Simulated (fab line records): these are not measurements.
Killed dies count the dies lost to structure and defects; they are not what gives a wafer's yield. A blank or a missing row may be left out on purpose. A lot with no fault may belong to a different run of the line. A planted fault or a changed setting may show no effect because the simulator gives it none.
Problem report, 8D (eight disciplines) form, completed by code / flow n5 finfet / the parts of the form that need people (team, actions taken, sign-off) are left out

1. THE PROBLEM
spin speed rpm at N5_BEOL_M5_COAT_74 reads a mean of 1677.7 rpm on 6 wafers of 2 lots; wafers without a fault read 1500.0 rpm with a standard deviation of 1.2. So: +99 or more standard deviations from the usual mean.
The step: time 60 s, resist thk 5 nm.
Earliest sighting: wafer L837.3 on litho track-04 at day 10 20:27. The record holds 18 wafers of 6 lots with a number at this step. By rule, "out" or "out of limits" means more than 4 standard deviations away from the usual mean. All remaining wafers that have a number are taken as sound.

2. WHAT THIS IS AND IS NOT
question=which readings at this step | is=spin speed rpm | is not=-
question=which lots | is=L837, L841 | is not=L825, L834, L847, L848
question=which wafers of those lots | is=all that have a number | is not=-
question=read on which tools | is=litho track-04 | is not=litho track-03
question=when | is=from day 10 20:27 | is not=up to then (6 sound wafers); but 6 sound wafers of L847, L848 came after

3. SUSPECTS, AND WHAT RULES EACH OUT
Counting: a tool at any process step up to the reading remains a suspect when it ran all the lots that are out and ran no sound lot after the first of those.
- litho track-04 at N5_BEOL_M5_COAT_74 (time 60 s, resist thk 5 nm): ruled out as a lasting fault. The sound lots L848 went through it after L837, its earliest lot that is out (day 10 20:27).
Left after counting: nothing in the record.

4. THE CAUSE (what the simulator had put in)
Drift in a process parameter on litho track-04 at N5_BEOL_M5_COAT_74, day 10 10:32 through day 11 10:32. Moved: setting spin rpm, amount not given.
Counting ruled it out, wrongly.

5. THE EFFECT CHAIN, in route order
Each row: a reading whose mean over the struck wafers that have a number lies more than 3 standard deviations from the usual. Only readings whose record carries a usual standard deviation are examined. hours: median over the lots of the time between each lot's start at the first step of this table that gives one and its start at this step. sigmas: the change, counted in usual standard deviations.
hours=0; step=N5_BEOL_M5_COAT_74; reading=spin speed rpm; usual=1500.0 rpm; on struck wafers=1677.7; change=+177.7; sigmas=+99 or more
Process steps it contains:
- N5_BEOL_M5_COAT_74: time 60 s, resist thk 5 nm.
Later steps that measure or inspect, where all struck wafers having a row at the step show a number for every such reading and not one has moved that far: N5_BEOL_M5_CD_MEAS_28, N5_BEOL_M5_OVL_MEAS_29, N5_BEOL_M5_INSPECT_30.

6. HOW IT WOULD HAVE BEEN CAUGHT EARLIER
In this record no reading fell out of limits until day 10 20:27, 10 hours after the fault had begun at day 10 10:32.
